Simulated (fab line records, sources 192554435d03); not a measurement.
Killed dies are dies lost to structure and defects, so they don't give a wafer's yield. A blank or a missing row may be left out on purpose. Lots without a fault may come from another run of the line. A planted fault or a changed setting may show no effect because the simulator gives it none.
Chamber matching | flow n5_finfet | N5_GATE_CUT_CMP_23 on cmp-01: 4 sister chambers
The step polishes, stops on SiO2, t overpolish 23.4 s, target thk 16 nm. 8 wafers are shown with their chamber, then 8 later ones without.

WAFERS WITH THEIR CHAMBER
wafer  | chamber | motor_current_A (A) | time_to_endpoint_s (s)
L076.4 | 3       | 8.8                 | 16.8
L077.3 | 1       | 9.1                 | 19.2
L079.1 | 3       | 8.5                 | 14.5
L079.2 | 1       | 9.3                 | 14.5
L082.1 | 2       | 9.3                 | 22.6
L082.2 | 0       | 11.1                | 19.1
L082.6 | 0       | 11.0                | 17.4
L090.1 | 2       | 9.7                 | 22.7

WAFERS WITHOUT THEIR CHAMBER
wafer  | motor_current_A (A) | time_to_endpoint_s (s)
L090.3 | 9.4                 | 21.3
L090.5 | 8.3                 | 19.4
L091.1 | 10.8                | 16.0
L091.2 | 8.8                 | 22.3
L091.3 | 9.3                 | 19.3
L093.2 | 9.0                 | 18.5
L093.5 | 8.9                 | 17.2
L093.6 | 9.7                 | 24.1

WHICH CHAMBER EACH WENT THROUGH
wafer  | from the rows above          | in truth
L090.3 | can't be placed: 2 or 1      | 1
L090.5 | 3                            | 3
L091.1 | 0                            | 0
L091.2 | can't be placed: 1 or 3 or 2 | 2
L091.3 | can't be placed: 1 or 2      | 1
L093.2 | can't be placed: 1 or 3      | 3
L093.5 | can't be placed: 3 or 1      | 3
L093.6 | 2                            | 2
Placed correctly: 3 of 8. Can't be placed from these rows: 5 (the true chamber is among the candidates in 5). Placed wrongly: 0.
How it was worked out, from the rows above alone: a wafer's distance from a chamber is the root of the sum, over the readings, of the square of ((its reading less the chamber's mean) divided by the reading's scatter). The wafer belongs to the nearest chamber; if the next one is less than 2 further off, it can't be placed. A chamber's mean is the mean of its shown wafers. The scatter: the root of (the sum of the squares of (reading less its chamber's mean) over the shown wafers, divided by (wafers less chambers)).
